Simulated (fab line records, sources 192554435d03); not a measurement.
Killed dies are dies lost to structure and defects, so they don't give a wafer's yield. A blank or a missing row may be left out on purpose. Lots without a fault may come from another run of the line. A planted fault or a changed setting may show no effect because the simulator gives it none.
A struck lot beside a sound one | flow n5_finfet | 20 steps out of a route of 1938
Sound: wafers L330.2, L330.3, L330.5. Struck: wafers L345.1, L345.3, L345.4. The cause comes at the end.
At each step with rows: each side's tool, then ch and its chambers, then its first start. Under that, the readings that differ: sound wafers | struck wafers | difference of the means | sigmas: that difference in standard deviations of wafers without a fault.
alike: readings whose means differ by less than 2 such deviations, and words and numbers that are the same on both sides. not compared: withheld readings, readings that some wafer has no value for, bounds like >300 that may hide the same value, and numbers for which the record gives no deviation and whose values overlap.
The two part at a step that has a row with sigmas, a row that says differs or no value, or rows on one side only. Numbers that don't overlap but have no deviation are shown without sigmas and don't part them. A reading that every wafer of one side lacks parts them only if that side has two wafers or more.

N5_MIM_BOT_ETCH_ETCH_03: etches the open film in Cl2/BCl3, target depth 12 nm.
  sound on rie_metal-02 ch 0,1, day 17 20:27; struck on rie_metal-01 ch 0,1, day 22 10:15
  alike: drypump_motor_current_A, he_backside_leak_sccm, oes_product_au, throttle_valve_pct
  not compared: rf_hours_counter_h
N5_MIM_BOT_ETCH_ETCH_00: etches TiN in Cl2/BCl3, target depth 45.5 nm.
  sound on rie_metal-02 ch 0,1, day 17 20:32; struck on rie_metal-01 ch 0,1, day 22 10:20
  alike: drypump_motor_current_A, he_backside_leak_sccm, oes_product_au, throttle_valve_pct
  not compared: rf_hours_counter_h
N5_MIM_BOT_ETCH_STRIP_01: strips in O2.
  sound on rie_diel-02 ch 0,2,3, day 17 20:41; struck on rie_diel-06 ch 0,2, day 22 10:29
  alike: drypump_motor_current_A, oes_product_au, rf_vpp_V, showerhead_plenum_p_Torr, throttle_valve_pct
  not compared: rf_hours_counter_h
then, 3 steps without rows for these wafers: N5_MIM_BOT_ETCH_STRIP_02 (strips in post etch residue remover, time 1200 s); N5_MIM_BOT_ETCH_CLEAN_05 (cleans in IPA, time 180 s); N5_MIM_BOT_ETCH_SRD_06 (time 30 s).
N5_PASSIVATION_PECVD_55: deposits SiO2 from SiH4/N2O, target thk 400 nm, time 22.5 s.
  sound on pecvd-03 ch 0,1,2, day 17 21:13; struck on pecvd-03 ch 0,1,2, day 22 11:01
  alike: heater_power_w, showerhead_plenum_p_Torr, showerhead_vpp_V, throttle_valve_pct
N5_PASSIVATION_PECVD_01: deposits SiNx from SiH4/NH3/N2, target thk 200 nm, time 43.2 s.
  sound on pecvd-03 ch 0,1,2, day 17 21:16; struck on pecvd-03 ch 0,1,2, day 22 11:02
  alike: heater_power_w, showerhead_plenum_p_Torr, showerhead_vpp_V, throttle_valve_pct
then, 4 steps without rows for these wafers: N5_PASSIVATION_HMDS_03 (time 60 s); N5_PASSIVATION_COAT_04; N5_PASSIVATION_EBR_06; N5_PASSIVATION_SOFTBAKE_05 (time 90 s).
N5_PASSIVATION_EXPOSE_07: exposes mask TV, defocus 0 nm, target cd 3000 nm.
  sound on krf_scanner-01 ch 0, day 18 04:18; struck on krf_scanner-01 ch 0, day 22 12:19
  reading                          | sound          | struck            | difference | sigmas
  model.TV_LITHO.overlay_x_nm (nm) | -2.4 -2.4 -2.4 | 383.8 383.8 383.8 | +386.2     |
  alike: mask
then, 3 steps without rows for these wafers: N5_PASSIVATION_PEB_08; N5_PASSIVATION_DEVELOP_09 (develop time 60 s); N5_PASSIVATION_HARDBAKE_11 (time 120 s).
N5_PASSIVATION_CD_MEAS_10: target cd 3000 nm.
  sound on cd_sem-01 ch 0, day 18 04:28; struck on cd_sem-02 ch 0, day 22 12:30
  alike: cd_nm
N5_PASSIVATION_OVL_MEAS_60:
  sound on overlay-02 ch 0, day 18 04:30; struck on overlay-02 ch 0, day 22 12:32
  reading     | sound | struck      | difference | sigmas
  TV_OVL (nm) | 2 3 3 | 391 387 393 | +388       | +62
N5_PASSIVATION_INSPECT_61: inspects for defects (macro).
  sound on defect_inspect-01, day 18 04:31; struck on defect_inspect-01, day 22 12:33
  alike: raw_defect_count
N5_PASSIVATION_PROBE_49:
  the record has rows for the sound wafers here (prober-01, day 18 11:29) and none for the struck ones

WHERE THEY PART
First at N5_PASSIVATION_OVL_MEAS_60; last, within this record, at N5_PASSIVATION_PROBE_49.

WHY: what the simulator had put in
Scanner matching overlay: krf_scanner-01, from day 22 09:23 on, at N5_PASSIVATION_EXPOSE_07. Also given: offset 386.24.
